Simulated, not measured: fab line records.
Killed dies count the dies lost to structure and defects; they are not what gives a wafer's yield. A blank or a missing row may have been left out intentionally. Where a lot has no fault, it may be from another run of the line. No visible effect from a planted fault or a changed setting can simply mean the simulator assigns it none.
fab line records	flow nandHarc
record lots=24	wafers=72	lastDay=33
route steps=1302 shown P_M1@306 P_M2@336 P_BONDPAD@364 A_ZERO_WELL@411 A_CHANNEL_HOLE_D1@471
lots untouched by any fault: they come from a run of this same line in which no faults occurred
startH: hours from the record's first day to the start of the lot's first wafer shown	waitH: time in hours since the lot's previous step	" unchanged from the row above	L1.1+2: one row covering several wafers at once	- no value, or no start given	* or withheld: withheld	< > ~ a bound
route shown NAME@n: a module of which the file shows steps, and the number in the route of the first	usual: the fault-free wafers' mean and standard deviation	same: alike in all rows	chamber/n: place in a boat	sites: per-site readings	_std_site: how widely they spread, as a standard deviation	_edge_site: mean of outer sites minus mean of inner sites	radiusMm: how far each site lies from the wafer's centre	mask NAME#n: copy n	behind: the last tool/chamber to shape the wafer	hold: what put the lot on hold/how long, in hours/how the hold closed	device: the transistor (n, p or np) that didn't switch	end of line: tests of these same wafers at the route's end	for a step that has no rows: nothing shown but its recipe	killed: the dies lost at the first sort to structure and to defects; this is not the yield of the wafer	map: shows each die of a wafer: x if killed, . if not, _ if none is there
set.NAME: the run value of the setting; set.NAME@STEP: its run value at that earlier step	model.NAME: the simulator's own value behind a step, which no gauge read
route steps across a sampled set of lots; one table per step, one row per wafer
services: when a tool's chamber went out of use (startH, in hours from the record's first day, below 0 if earlier), for how many hours, and the reason
## steps
# step NHARC_P_M1_PRE_CLEAN_30
# recipe timeS=30	tempC=280	gas=H2/He
# usual heaterPowerW=408/25
lot.wafer	tool	chamber	startH	waitH	heaterPowerW
L074.1	pvdSputter-03	-	-	-	458
L074.6	"	-	"	"	453
L074.5	"	-	"	"	410
L075.2	pvdSputter-01	-	-	-	434
L075.3	"	-	"	"	401
L075.5	"	-	"	"	395
L076.2	pvdSputter-03	-	-	-	401
L076.4	"	-	"	"	381
L076.6	"	-	"	"	407
L077.1	pvdSputter-03	-	-	-	406
L077.3	"	-	"	"	457
L077.4	"	-	"	"	386
L078.2	pvdSputter-02	-	-	-	406
L078.1	"	-	"	"	440
L078.5	"	-	"	"	407
L079.1	pvdSputter-02	-	-	-	440
L079.2	"	-	"	"	406
L079.5	"	-	"	"	408
L081.4	pvdSputter-02	-	-	-	418
L081.2	"	-	"	"	444
L081.6	"	-	"	"	391
L080.3	pvdSputter-01	-	-	-	398
L080.2	"	-	"	"	423
L080.5	"	-	"	"	398
L082.1	pvdSputter-02	-	-	-	399
L082.2	"	-	"	"	383
L082.5	"	-	"	"	394
L083.2	pvdSputter-02	-	-	-	382
L083.4	"	-	"	"	408
L083.6	"	-	"	"	417
L084.4	pvdSputter-01	-	-	-	400
L084.3	"	-	"	"	417
L084.5	"	-	"	"	404
L085.4	pvdSputter-03	-	-	-	376
L085.2	"	-	"	"	413
L085.6	"	-	"	"	373
L086.3	pvdSputter-02	-	-	-	404
L086.5	"	-	"	"	444
L086.6	"	-	"	"	392
L088.1	pvdSputter-01	-	-	-	396
L088.5	"	-	"	"	385
L088.6	"	-	"	"	392
L087.4	pvdSputter-03	-	-	-	466
L087.3	"	-	"	"	410
L087.2	"	-	"	"	360
L089.4	pvdSputter-03	-	-	-	456
L089.3	"	-	"	"	404
L089.5	"	-	"	"	399
L090.4	pvdSputter-03	-	-	-	367
L090.3	"	-	"	"	399
L090.2	"	-	"	"	463
L091.4	pvdSputter-02	-	-	-	378
L091.2	"	-	"	"	393
L091.6	"	-	"	"	384
L092.1	pvdSputter-03	-	-	-	360
L092.3	"	-	"	"	416
L092.6	"	-	"	"	403
L093.1	pvdSputter-02	-	-	-	400
L093.2	"	-	"	"	428
L093.4	"	-	"	"	418
L094.2	pvdSputter-03	-	328.55	0.1	362
L094.1	"	-	"	"	473
L094.6	"	-	"	"	369
L095.4	pvdSputter-01	-	-	-	432
L095.3	"	-	"	"	409
L095.6	"	-	"	"	448
L096.4	pvdSputter-02	-	-	-	420
L096.3	"	-	"	"	391
L096.5	"	-	"	"	390
L097.3	pvdSputter-01	-	-	-	408
L097.4	"	-	"	"	397
L097.5	"	-	"	"	438
# step NHARC_P_M2_ETCH_28
# recipe targetDepthA=300	overEtchFrac=0.3	timeS=72.99	ionEnergyEv=150	cf4FlowSccm=50	n2FlowSccm=100	arFlowSccm=150	rfW=300	biasW=100	chemistry=CF4/N2
# usual drypumpMotorCurrentA=5.5/0.39	oesProductAu=0.999/0.0099	rfVppV=313.6/1.5	showerheadPlenumPTorr=2.59/0.071	throttleValvePct=19.795/0.0099
lot.wafer	tool	chamber	startH	waitH	drypumpMotorCurrentA	oesProductAu	rfHoursCounterH	rfVppV	showerheadPlenumPTorr	throttleValvePct
L074.1	rieDiel-10	2	-	-	5.4	0.992	2.7	314.3	2.64	19.804
L074.6	"	2	"	"	5.4	0.986	-	314.9	2.64	19.781
L074.5	"	3	"	"	4.9	0.999	-	311.3	2.48	19.777
L075.3	rieDiel-02	1	-	-	5.8	1.000	4.0	315.4	2.69	19.815
L075.2	"	2	"	"	4.9	1.003	4.5	312.7	2.48	19.796
L075.5	"	0	"	"	5.7	0.993	-	312.7	2.49	19.802
L076.4	rieDiel-10	0	-	-	5.2	0.988	2.8	315.4	2.66	19.797
L076.2	"	2	"	"	5.5	1.008	3.7	314.7	2.64	19.812
L076.6	"	1	"	"	5.5	1.029	-	314.5	2.62	19.799
L077.1	rieDiel-10	1	-	-	5.5	1.019	4.0	314.9	2.62	19.799
L077.4	"	2	"	"	5.4	0.997	3.8	312.8	2.64	19.776
L077.3	"	3	"	"	4.9	0.996	3.8	310.5	2.48	19.795
L078.2	rieDiel-10	3	-	-	4.9	1.002	4.7	311.6	2.48	19.776
L078.1	"	2	"	"	5.4	0.996	4.5	313.3	2.64	19.788
L078.5	"	3	"	"	4.9	1.002	-	310.7	2.48	19.782
L079.2	rieDiel-11	3	-	-	5.7	0.990	5.0	313.8	2.61	19.779
L079.1	"	0	"	"	5.7	0.990	3.6	314.1	2.60	19.798
L079.5	"	3	"	"	5.7	0.999	-	315.6	2.61	19.799
L081.2	rieDiel-02	0	-	-	5.7	1.008	6.4	310.0	2.49	19.792
L081.4	"	1	"	"	5.8	0.996	6.4	316.2	2.69	19.785
L081.6	"	2	"	"	4.9	1.020	-	312.6	2.48	19.793
L080.2	rieDiel-10	2	-	-	5.4	0.999	6.2	314.8	2.64	19.798
L080.3	"	3	"	"	4.9	1.000	6.3	311.4	2.48	19.808
L080.5	"	2	"	"	5.4	0.988	-	313.2	2.64	19.791
L082.2	rieDiel-02	1	-	-	5.8	0.980	6.7	316.1	2.69	19.799
L082.1	"	3	"	"	6.3	0.994	8.3	313.1	2.53	19.797
L082.5	"	1	"	"	5.8	0.984	-	315.6	2.69	19.802
L083.2	rieDiel-11	1	-	-	5.4	0.986	9.0	313.2	2.62	19.788
L083.4	"	2	"	"	6.1	0.999	8.6	316.2	2.69	19.809
L083.6	"	3	"	"	5.8	1.002	-	313.2	2.61	19.787
L084.3	rieDiel-10	2	-	-	5.4	0.990	7.6	312.6	2.64	19.790
L084.4	"	1	"	"	5.5	1.000	7.4	314.3	2.62	19.802
L084.5	"	2	"	"	5.4	0.980	-	313.5	2.64	19.769
L085.4	rieDiel-02	0	-	-	5.7	0.996	0.4	310.7	2.49	19.789
L085.2	"	2	"	"	4.9	1.007	0.3	312.8	2.48	19.795
L085.6	"	3	"	"	6.4	0.984	-	311.2	2.53	19.804
L086.3	rieDiel-11	3	-	-	5.8	0.998	10.2	313.7	2.61	19.791
L086.5	"	3	"	"	5.8	0.994	-	314.4	2.61	19.791
L086.6	"	0	"	"	5.8	1.003	-	312.6	2.59	19.811
L088.1	rieDiel-11	0	-	-	5.8	0.989	0.2	314.3	2.59	19.778
L088.6	"	3	"	"	5.8	0.989	-	314.8	2.61	19.806
L088.5	"	0	"	"	5.7	0.982	-	312.9	2.59	19.799
L087.2	rieDiel-10	2	-	-	5.5	1.006	1.5	313.5	2.64	19.815
L087.4	"	0	"	"	5.2	1.007	1.3	315.4	2.66	19.788
L087.3	"	1	"	"	5.5	1.000	1.7	314.2	2.62	19.796
L089.3	rieDiel-11	2	-	-	6.1	1.003	0.4	314.5	2.68	19.782
L089.4	"	3	"	"	5.8	1.005	0.5	314.8	2.61	19.794
L089.5	"	2	"	"	6.1	1.003	-	315.6	2.68	19.811
L090.4	rieDiel-11	0	-	-	5.7	0.980	1.2	314.2	2.59	19.804
L090.2	"	1	"	"	5.4	1.002	1.1	313.5	2.61	19.809
L090.3	"	2	"	"	6.1	1.009	1.0	314.1	2.68	19.786
L091.2	rieDiel-10	1	-	-	5.5	1.003	2.6	313.9	2.62	19.799
L091.4	"	3	"	"	5.0	0.994	2.2	312.7	2.47	19.800
L091.6	"	1	"	"	5.5	1.005	-	313.6	2.62	19.796
L092.1	rieDiel-10	2	-	-	5.4	1.007	2.6	313.9	2.64	19.791
L092.3	"	3	"	"	5.0	0.991	2.3	311.7	2.47	19.799
L092.6	"	1	"	"	5.5	1.008	-	313.7	2.62	19.790
L093.2	rieDiel-02	0	-	-	5.8	1.000	6.0	311.7	2.49	19.798
L093.1	"	2	"	"	4.9	1.019	5.7	312.9	2.48	19.797
L093.4	"	2	"	"	4.9	1.011	-	311.2	2.48	19.794
L094.1	rieDiel-11	0	-	-	5.7	0.990	5.1	314.9	2.59	19.784
L094.2	"	1	"	"	5.4	0.995	2.9	313.8	2.61	19.811
L094.6	"	1	"	"	5.3	1.007	-	314.0	2.61	19.791
L095.3	rieDiel-10	0	-	-	5.2	0.997	3.6	315.1	2.66	19.795
L095.4	"	1	"	"	5.5	1.001	4.1	314.1	2.62	19.807
L095.6	"	3	"	"	4.9	0.994	-	310.2	2.47	19.794
L096.3	rieDiel-02	0	-	-	5.7	1.003	7.8	311.6	2.49	19.803
L096.4	"	3	"	"	6.3	0.988	-	312.6	2.53	19.790
L096.5	"	0	"	"	5.7	1.000	-	312.8	2.49	19.796
L097.4	rieDiel-10	1	-	-	5.5	1.003	5.6	314.8	2.62	19.795
L097.3	"	3	"	"	4.9	0.987	4.5	313.4	2.47	19.799
L097.5	"	2	"	"	5.4	0.991	-	313.4	2.64	19.788
# step NHARC_P_M2_CMP_23
# recipe tOverpolishS=20	targetThkNm=144.3
# usual edgeZonePressureFrac=1.000/0.0046	motorCurrentA=11.9/1	slurryFlowMlMin=150.0/0.47	timeToEndpointS=28.6/2.7
lot.wafer	tool	chamber	startH	waitH	edgeZonePressureFrac	motorCurrentA	slurryFlowMlMin	timeToEndpointS
L074.1	cmp-04	0	133.10	-	1.000	11.0	150.3	31.0
L074.5	"	1	"	"	0.997	11.2	150.7	31.3
L074.6	"	2	"	"	1.002	12.6	149.2	30.9
L075.3	cmp-01	3	140.33	-	0.999	11.1	150.5	29.5
L075.2	"	0	"	"	1.005	14.5	150.3	27.7
L075.5	"	2	"	"	1.005	11.2	149.3	29.7
L076.4	cmp-01	0	155.81	-	0.997	14.0	149.9	31.3
L076.2	"	1	"	"	1.010	10.7	150.1	28.5
L076.6	"	3	"	"	1.004	11.3	150.0	31.3
L077.1	cmp-04	1	157.96	-	1.004	11.4	149.5	21.9
L077.3	"	3	"	"	0.999	11.6	150.7	28.2
L077.4	"	0	"	"	1.000	10.1	149.0	24.2
L078.1	cmp-04	2	175.89	-	0.996	12.6	149.7	27.6
L078.2	"	1	"	"	0.992	11.3	150.5	25.5
L078.5	"	3	"	"	1.002	11.4	150.9	29.7
L079.1	cmp-01	0	184.08	-	0.997	14.2	150.2	29.1
L079.2	"	2	"	"	1.003	11.6	150.5	31.9
L079.5	"	0	"	"	1.002	13.4	149.5	32.2
L081.2	cmp-04	1	200.12	-	1.004	11.2	150.2	25.4
L081.4	"	2	"	"	1.001	12.0	149.5	26.2
L081.6	"	1	"	"	1.003	11.1	150.4	25.9
L080.2	cmp-01	3	203.82	-	1.005	10.5	150.2	28.6
L080.3	"	0	"	"	1.001	14.2	149.4	23.9
L080.5	"	3	"	"	1.007	11.2	150.3	28.8
L082.1	cmp-03	2	209.35	-	1.010	12.3	149.8	30.5
L082.2	"	1	"	"	0.997	13.7	149.5	32.8
L082.5	"	3	"	"	1.001	11.8	149.2	32.7
L083.2	cmp-01	3	224.43	-	0.994	11.2	150.6	30.5
L083.4	"	0	"	"	1.002	13.8	149.2	29.1
L083.6	"	2	"	"	0.994	11.9	149.7	31.1
L084.4	cmp-01	2	228.90	-	1.006	11.5	149.7	26.1
L084.3	"	1	"	"	1.001	11.2	149.9	25.3
L084.5	"	2	"	"	1.007	11.8	149.4	24.6
L085.4	cmp-04	3	240.63	-	0.995	11.5	149.4	31.3
L085.2	"	2	"	"	1.005	12.3	150.0	29.8
L085.6	"	0	"	"	1.010	11.1	149.8	25.6
L086.3	cmp-04	0	250.07	-	0.999	10.0	150.1	26.5
L086.6	"	2	"	"	1.001	11.8	149.9	28.8
L086.5	"	3	"	"	0.999	12.2	150.1	34.6
L088.1	cmp-03	3	275.94	-	1.004	11.1	150.1	31.6
L088.6	"	3	"	"	1.001	11.7	150.0	28.7
L088.5	"	0	"	"	1.000	13.6	150.4	29.9
L087.3	cmp-01	1	276.40	-	0.997	10.8	150.7	27.8
L087.4	"	2	"	"	0.996	11.6	150.1	27.4
L087.2	"	3	"	"	1.009	10.6	150.6	28.1
L089.3	cmp-04	3	283.96	-	0.999	12.0	150.3	30.3
L089.4	"	0	"	"	0.999	10.7	149.7	24.1
L089.5	"	3	"	"	0.993	12.2	150.6	29.0
L090.2	cmp-04	1	294.70	-	0.998	11.6	150.6	25.8
L090.3	"	2	"	"	1.001	12.0	150.3	28.7
L090.4	"	3	"	"	0.999	11.8	151.2	30.3
L091.4	cmp-03	0	309.87	-	0.997	13.6	149.9	27.8
L091.2	"	2	"	"	0.994	11.9	150.3	29.7
L091.6	"	3	"	"	0.998	11.4	149.7	30.6
L092.3	cmp-04	0	310.54	-	1.000	9.7	150.1	23.5
L092.1	"	1	"	"	1.004	12.0	149.8	25.1
L092.6	"	2	"	"	1.002	12.1	149.6	26.0
L093.1	cmp-03	2	322.16	-	0.996	11.3	150.0	30.1
L093.2	"	3	"	"	1.000	10.8	150.0	26.6
L093.4	"	0	"	"	1.000	13.4	150.2	28.1
L094.1	cmp-03	2	333.96	-	0.997	11.9	149.6	32.0
L094.2	"	3	"	"	0.999	11.5	150.2	30.1
L094.6	"	1	"	"	1.007	14.0	150.1	33.7
L095.3	cmp-01	2	339.08	-	0.996	11.2	150.6	28.7
L095.4	"	3	"	"	0.998	10.5	150.9	28.5
L095.6	"	3	"	"	1.002	11.4	150.2	28.9
L096.3	cmp-01	1	358.48	-	1.000	11.7	149.8	26.8
L096.4	"	0	"	"	0.989	13.3	150.0	27.4
L096.5	"	1	"	"	1.002	11.1	149.7	27.4
L097.4	cmp-04	1	365.05	-	0.997	11.5	149.9	28.2
L097.3	"	3	"	"	0.992	12.2	149.9	29.4
L097.5	"	1	"	"	1.005	11.7	150.5	25.7
# step NHARC_P_BONDPAD_CD_MEAS_09
# recipe targetCdNm=500	landingEnergyEv=500
# usual cdNm=499.5/1.7
lot.wafer	tool	chamber	startH	waitH	cdNm
L074.1	cdSem-03	0	135.29	-	498.4
L074.5	"	0	"	"	500.5
L074.6	"	0	"	"	497.7
L075.2	cdSem-01	0	142.89	-	497.2
L075.3	"	0	"	"	498.7
L075.5	"	0	"	"	501.0
L076.2	cdSem-03	0	158.06	-	499.9
L076.4	"	0	"	"	500.6
L076.6	"	0	"	"	499.9
L077.1	cdSem-01	0	160.08	-	499.2
L077.3	"	0	"	"	500.3
L077.4	"	0	"	"	500.9
L078.1	cdSem-03	0	178.14	-	499.9
L078.2	"	0	"	"	502.4
L078.5	"	0	"	"	499.5
L079.1	cdSem-01	0	186.18	-	500.7
L079.2	"	0	"	"	500.7
L079.5	"	0	"	"	502.2
L081.2	cdSem-02	0	202.39	-	500.2
L081.4	"	0	"	"	499.4
L081.6	"	0	"	"	496.8
L080.2	cdSem-03	0	206.09	-	499.3
L080.3	"	0	"	"	498.0
L080.5	"	0	"	"	498.3
L082.1	cdSem-01	0	211.50	-	499.4
L082.2	"	0	"	"	500.2
L082.5	"	0	"	"	499.7
L083.2	cdSem-03	0	226.67	-	495.0
L083.4	"	0	"	"	497.3
L083.6	"	0	"	"	497.5
L084.3	cdSem-02	0	231.16	-	500.6
L084.4	"	0	"	"	501.0
L084.5	"	0	"	"	499.9
L085.2	cdSem-02	0	242.77	-	498.4
L085.4	"	0	"	"	499.5
L085.6	"	0	"	"	499.6
L086.3	cdSem-01	0	252.26	-	498.6
L086.5	"	0	"	"	501.2
L086.6	"	0	"	"	499.9
L088.1	cdSem-01	0	278.33	-	498.8
L088.5	"	0	"	"	500.2
L088.6	"	0	"	"	497.3
L087.2	cdSem-02	0	278.65	-	500.0
L087.3	"	0	"	"	499.2
L087.4	"	0	"	"	502.2
L089.3	cdSem-03	0	286.20	-	500.1
L089.4	"	0	"	"	500.2
L089.5	"	0	"	"	498.4
L090.2	cdSem-02	0	296.97	-	501.0
L090.3	"	0	"	"	500.0
L090.4	"	0	"	"	498.3
L091.2	cdSem-01	0	312.11	-	499.5
L091.4	"	0	"	"	500.8
L091.6	"	0	"	"	496.0
L092.1	cdSem-02	0	312.62	-	499.6
L092.3	"	0	"	"	500.8
L092.6	"	0	"	"	500.9
L093.1	cdSem-01	0	324.23	-	497.5
L093.2	"	0	"	"	499.3
L093.4	"	0	"	"	498.6
L094.1	cdSem-01	0	336.19	-	501.7
L094.2	"	0	"	"	501.2
L094.6	"	0	"	"	502.3
L095.3	cdSem-03	0	341.35	-	496.9
L095.4	"	0	"	"	496.7
L095.6	"	0	"	"	498.8
L096.3	cdSem-02	0	360.62	-	499.6
L096.4	"	0	"	"	502.6
L096.5	"	0	"	"	499.7
L097.3	cdSem-01	0	367.27	-	499.0
L097.4	"	0	"	"	498.0
L097.5	"	0	"	"	498.6
# step NHARC_A_ZERO_WELL_RTA_16
# recipe tempC=1000	timeS=10
# usual lampPowerPct=30.19/0.22	wafer_temp_C_max=1005.5/1.7
lot.wafer	tool	chamber	startH	waitH	lampPowerPct	wafer_temp_C_max
L074.1	rtpAnneal-02	0	140.64	-	30.04	1005.9
L074.5	"	0	"	"	30.05	1006.9
L074.6	"	0	"	"	30.07	1005.9
L075.2	rtpAnneal-02	0	148.13	-	29.98	1005.5
L075.3	"	0	"	"	29.99	1008.1
L075.5	"	0	"	"	29.98	1005.5
L076.2	rtpAnneal-02	0	163.46	-	30.02	1006.5
L076.4	"	0	"	"	30.01	1005.0
L076.6	"	0	"	"	30.04	1007.4
L077.1	rtpAnneal-02	0	165.31	-	30.04	1006.1
L077.3	"	0	"	"	30.08	1008.8
L077.4	"	0	"	"	30.07	1006.3
L078.1	rtpAnneal-01	0	183.53	-	30.55	1003.3
L078.2	"	0	"	"	30.56	1003.0
L078.5	"	0	"	"	30.53	1004.4
L079.1	rtpAnneal-02	0	191.50	-	30.10	1004.9
L079.2	"	0	"	"	30.03	1008.5
L079.5	"	0	"	"	29.99	1005.0
L081.2	rtpAnneal-01	0	207.72	-	30.54	1002.4
L081.4	"	0	"	"	30.52	1003.8
L081.6	"	0	"	"	30.57	1004.9
L080.2	rtpAnneal-02	0	211.41	-	30.08	1005.9
L080.3	"	0	"	"	30.06	1007.7
L080.5	"	0	"	"	30.09	1005.4
L082.1	rtpAnneal-02	0	216.85	-	30.06	1005.6
L082.2	"	0	"	"	30.05	1005.8
L082.5	"	0	"	"	30.03	1005.2
L083.2	rtpAnneal-02	0	231.92	-	30.07	1006.3
L083.4	"	0	"	"	30.04	1005.6
L083.6	"	0	"	"	30.05	1008.2
L084.3	rtpAnneal-02	0	236.59	0.2	30.08	1006.9
L084.4	"	0	"	"	30.10	1007.2
L084.5	"	0	"	"	30.07	1005.9
L085.2	rtpAnneal-02	0	248.11	0.1	30.06	1008.7
L085.4	"	0	"	"	30.06	1006.3
L085.6	"	0	"	"	30.04	1006.4
L086.3	rtpAnneal-02	0	257.74	-	30.09	1006.1
L086.5	"	0	"	"	30.02	1005.9
L086.6	"	0	"	"	30.03	1005.9
L088.1	rtpAnneal-02	0	283.54	-	30.07	1005.3
L088.5	"	0	"	"	30.04	1007.1
L088.6	"	0	"	"	30.01	1005.3
L087.2	rtpAnneal-02	0	284.18	-	29.99	1005.9
L087.3	"	0	"	"	30.11	1005.2
L087.4	"	0	"	"	30.02	1006.4
L089.3	rtpAnneal-01	0	291.56	0.2	30.47	1003.3
L089.4	"	0	"	"	30.54	1002.8
L089.5	"	0	"	"	30.47	1002.9
L090.2	rtpAnneal-01	0	302.26	-	30.57	1003.4
L090.3	"	0	"	"	30.47	1002.2
L090.4	"	0	"	"	30.55	1003.1
L091.2	rtpAnneal-02	0	317.37	-	30.12	1007.7
L091.4	"	0	"	"	30.07	1006.6
L091.6	"	0	"	"	30.02	1007.2
L092.1	rtpAnneal-02	0	317.97	-	30.09	1007.3
L092.3	"	0	"	"	30.09	1006.3
L092.6	"	0	"	"	30.05	1004.1
L093.1	rtpAnneal-01	0	329.75	0.2	30.54	1003.8
L093.2	"	0	"	"	30.48	1003.3
L093.4	"	0	"	"	30.52	1002.7
L094.1	rtpAnneal-01	0	341.57	-	30.54	1003.1
L094.2	"	0	"	"	30.52	1002.6
L094.6	"	0	"	"	30.47	1004.6
L095.3	rtpAnneal-02	0	346.85	-	30.06	1006.5
L095.4	"	0	"	"	30.10	1007.6
L095.6	"	0	"	"	30.04	1007.5
L096.3	rtpAnneal-01	0	366.09	-	30.54	1004.3
L096.4	"	0	"	"	30.55	1002.9
L096.5	"	0	"	"	30.52	1002.0
L097.3	rtpAnneal-02	0	372.96	-	30.01	1005.4
L097.4	"	0	"	"	30.03	1007.1
L097.5	"	0	"	"	30.03	1007.8
# step NHARC_A_CHANNEL_HOLE_D1_ETCH_19
# recipe biasV=1200	sourceW=2500	pressureMtorr=15	timeS=34.5	arFlowSccm=375	c4f8FlowSccm=28.8	o2FlowSccm=96.2	tempC=-20	targetDepthA=*	chemistry=C4F8/O2/Ar
# usual drypumpMotorCurrentA=5.37/0.29	heBacksideLeakSccm=6.5/0.4	showerheadPlenumPTorr=3.69/0.11	throttleValvePct=37.038/0.0096
lot.wafer	tool	chamber	startH	waitH	drypumpMotorCurrentA	heBacksideLeakSccm	rfHoursCounterH	showerheadPlenumPTorr	throttleValvePct
L075.2	harEtch-02	1	185.95	0.1	5.74	6.3	290	3.70	37.031
L075.3	"	1	"	"	5.74	6.2	-	3.70	37.039
L075.5	"	1	"	"	5.72	6.4	-	3.70	37.041
L074.1	harEtch-01	0	187.20	0.1	5.34	5.7	92	3.56	37.048
L074.5	"	1	"	"	5.46	6.2	-	3.77	37.046
L074.6	"	0	"	"	5.36	5.8	-	3.56	37.031
L076.2	harEtch-01	1	203.96	0.1	5.49	6.0	103	3.77	37.035
L076.4	"	1	"	"	5.48	6.1	-	3.77	37.012
L076.6	"	1	"	"	5.48	6.0	-	3.77	37.027
L077.1	harEtch-02	0	206.24	2.1	4.97	6.9	305	3.81	37.039
L077.4	"	0	"	"	4.97	6.8	-	3.81	37.043
L077.3	"	1	"	"	5.72	6.3	-	3.69	37.034
L078.1	harEtch-02	0	222.86	0.1	4.98	6.6	313	3.80	37.046
L078.2	"	1	"	"	5.73	6.2	313	3.68	37.042
L078.5	"	0	"	"	4.98	6.7	-	3.80	37.033
L079.1	harEtch-02	0	231.22	1.7	4.97	6.6	321	3.80	37.042
L079.2	"	1	"	"	5.73	6.5	321	3.68	37.033
L079.5	"	0	"	"	4.97	6.9	-	3.80	37.040
L081.2	harEtch-02	1	249.03	0.1	5.74	6.4	325	3.68	37.022
L081.4	"	0	"	"	4.98	6.6	-	3.80	37.026
L081.6	"	1	"	"	5.75	6.5	-	3.68	37.037
L082.2	harEtch-02	1	256.83	0.1	5.71	6.5	329	3.68	37.048
L082.1	"	0	"	"	4.98	6.9	329	3.79	37.028
L082.5	"	0	"	"	4.97	6.8	-	3.79	37.047
L080.2	harEtch-01	0	258.85	0.1	5.35	6.1	129	3.54	37.038
L080.3	"	1	"	"	5.50	6.2	-	3.75	37.036
L080.5	"	1	"	"	5.49	6.2	-	3.75	37.044
L083.2	harEtch-01	0	275.85	0.1	5.35	6.1	137	3.54	37.041
L083.4	"	1	"	"	5.46	6.0	-	3.75	37.049
L083.6	"	1	"	"	5.45	6.1	-	3.75	37.028
L084.3	harEtch-01	0	279.98	2.7	5.31	6.1	-	3.54	37.035
L084.4	"	1	"	"	5.45	6.1	-	3.75	37.037
L084.5	"	0	"	"	5.32	6.1	-	3.54	37.037
L085.2	harEtch-01	1	285.53	0.1	5.48	6.2	145	3.74	37.019
L085.4	"	1	"	"	5.48	6.3	-	3.74	37.050
L085.6	"	1	"	"	5.49	6.3	-	3.74	37.028
L086.3	harEtch-02	0	299.44	2.2	4.97	6.9	-	3.78	37.049
L086.5	"	1	"	"	5.74	7.0	-	3.66	37.044
L086.6	"	0	"	"	4.97	6.9	-	3.78	37.043
L088.1	harEtch-02	1	323.92	0.1	5.72	6.6	371	3.65	37.050
L088.6	"	0	"	"	4.98	6.9	-	3.77	37.035
L088.5	"	1	"	"	5.71	6.7	-	3.65	37.016
L087.2	harEtch-02	0	328.06	0.7	4.96	6.8	374	3.77	37.055
L087.3	"	0	"	"	4.99	7.0	-	3.77	37.030
L087.4	"	1	"	"	5.73	6.9	-	3.65	37.046
L089.4	harEtch-02	0	333.62	0.1	4.94	7.0	-	3.76	37.031
L089.3	"	1	"	"	5.72	6.8	-	3.65	37.037
L089.5	"	1	"	"	5.72	6.6	-	3.65	37.050
L090.2	harEtch-02	1	350.74	0.4	5.70	6.6	386	3.64	37.024
L090.4	"	0	"	"	4.98	7.1	-	3.76	37.043
L090.3	"	1	"	"	5.72	6.7	-	3.64	37.030
L091.2	harEtch-01	1	359.53	0.1	5.48	6.3	186	3.72	37.030
L091.4	"	0	"	"	5.29	6.4	-	3.51	37.047
L091.6	"	0	"	"	5.34	6.3	-	3.51	37.030
L092.1	harEtch-02	1	360.36	0.1	5.73	6.7	393	3.64	37.036
L092.3	"	0	"	"	4.96	7.0	-	3.76	37.055
L092.6	"	1	"	"	5.72	6.6	-	3.64	37.059
L093.1	harEtch-01	0	372.00	1.9	5.29	6.4	198	3.51	37.040
L093.2	"	1	"	"	5.46	6.2	198	3.71	37.028
L093.4	"	0	"	"	5.32	6.3	-	3.51	37.027
L094.1	harEtch-01	0	388.23	1.8	5.32	6.4	209	3.50	37.042
L094.2	"	1	"	"	5.45	6.7	209	3.71	37.058
L094.6	"	1	"	"	5.49	6.5	-	3.71	37.055
L095.3	harEtch-02	1	398.21	3.7	5.75	5.5	-	3.98	37.041
L095.4	"	0	"	"	4.93	5.8	-	3.75	37.035
L095.6	"	0	"	"	4.96	5.8	-	3.75	37.049
L096.4	harEtch-01	0	407.66	0.1	5.30	6.4	-	3.49	37.046
L096.3	"	1	"	"	5.47	6.6	-	3.70	37.027
L096.5	"	0	"	"	5.27	6.3	-	3.49	37.051
L097.3	harEtch-01	0	421.88	1.9	5.31	6.5	-	3.49	37.045
L097.4	"	1	"	"	5.48	6.8	-	3.70	37.041
L097.5	"	0	"	"	5.32	6.5	-	3.49	37.042
## services
tool	chamber	startH	hours	kind
pvdSputter-02	-	104.00	10.0	pm
cmp-04	-	122.90	0.7	repair
rieDiel-10	0	128.07	19.8	repair
harEtch-02	-	133.23	8.1	repair
cmp-04	-	153.53	4.0	pm
cmp-01	-	157.28	1.1	repair
rieDiel-10	3	168.10	1.6	repair
cmp-04	-	169.95	4.2	repair
pvdSputter-03	-	170.00	10.0	pm
cmp-01	-	184.66	14.9	repair
pvdSputter-03	-	218.43	7.8	repair
cmp-01	-	239.99	2.9	repair
rieDiel-10	-	242.50	9.0	pm
cmp-04	-	251.53	4.0	pm
cmp-04	-	276.57	4.8	repair
cmp-01	-	278.12	6.3	repair
pvdSputter-02	-	282.00	10.0	pm
rieDiel-10	1	293.77	3.7	repair
cmp-04	-	300.47	0.4	repair
cmp-04	-	323.74	6.1	repair
cmp-04	-	349.53	4.0	pm
cmp-04	-	367.30	1.0	repair
harEtch-02	-	377.00	17.0	pm
rieDiel-10	-	419.50	9.0	pm
## key
fault none
